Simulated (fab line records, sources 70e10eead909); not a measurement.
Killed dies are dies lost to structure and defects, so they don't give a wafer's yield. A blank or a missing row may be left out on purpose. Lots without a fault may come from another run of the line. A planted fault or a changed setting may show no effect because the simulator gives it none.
Chamber matching | flow nand_harc | NHARC_P_ZERO_WELL_DESCUM_13 on rie_diel-07: 4 sister chambers
The step chemistry O2, time 3 s. 7 wafers are shown with their chamber, then 7 later ones without.

WAFERS WITH THEIR CHAMBER
wafer  | chamber | showerhead_plenum_p_Torr (Torr) | oes_product_au (a.u.)
L933.6 | 0       | 1.85                            | 0.987
L936.6 | 2       | 2.07                            | 0.995
L938.2 | 2       | 2.06                            | 0.992
L938.3 | 3       | 1.90                            | 1.003
L938.5 | 1       | 1.83                            | 1.016
L943.3 | 3       | 1.90                            | 1.004
L943.4 | 0       | 1.85                            | 0.987

WAFERS WITHOUT THEIR CHAMBER
wafer  | showerhead_plenum_p_Torr (Torr) | oes_product_au (a.u.)
L943.5 | 1.90                            | 1.004
L946.1 | 2.06                            | 1.003
L946.4 | 1.84                            | 0.994
L946.5 | 1.82                            | 1.008
L951.2 | 1.82                            | 1.015
L951.3 | 1.84                            | 0.980
L951.5 | 1.89                            | 0.996

WHICH CHAMBER EACH WENT THROUGH
wafer  | from the rows above | in truth
L943.5 | 3                   | 3
L946.1 | 2                   | 2
L946.4 | 0                   | 0
L946.5 | 1                   | 1
L951.2 | 1                   | 1
L951.3 | 0                   | 0
L951.5 | 3                   | 3
Placed correctly: 7 of 7. Can't be placed from these rows: 0. Placed wrongly: 0.
How it was worked out, from the rows above alone: a wafer's distance from a chamber is the root of the sum, over the readings, of the square of ((its reading less the chamber's mean) divided by the reading's scatter). The wafer belongs to the nearest chamber; if the next one is less than 2 further off, it can't be placed. A chamber's mean is the mean of its shown wafers. The scatter: the root of (the sum of the squares of (reading less its chamber's mean) over the shown wafers, divided by (wafers less chambers)).
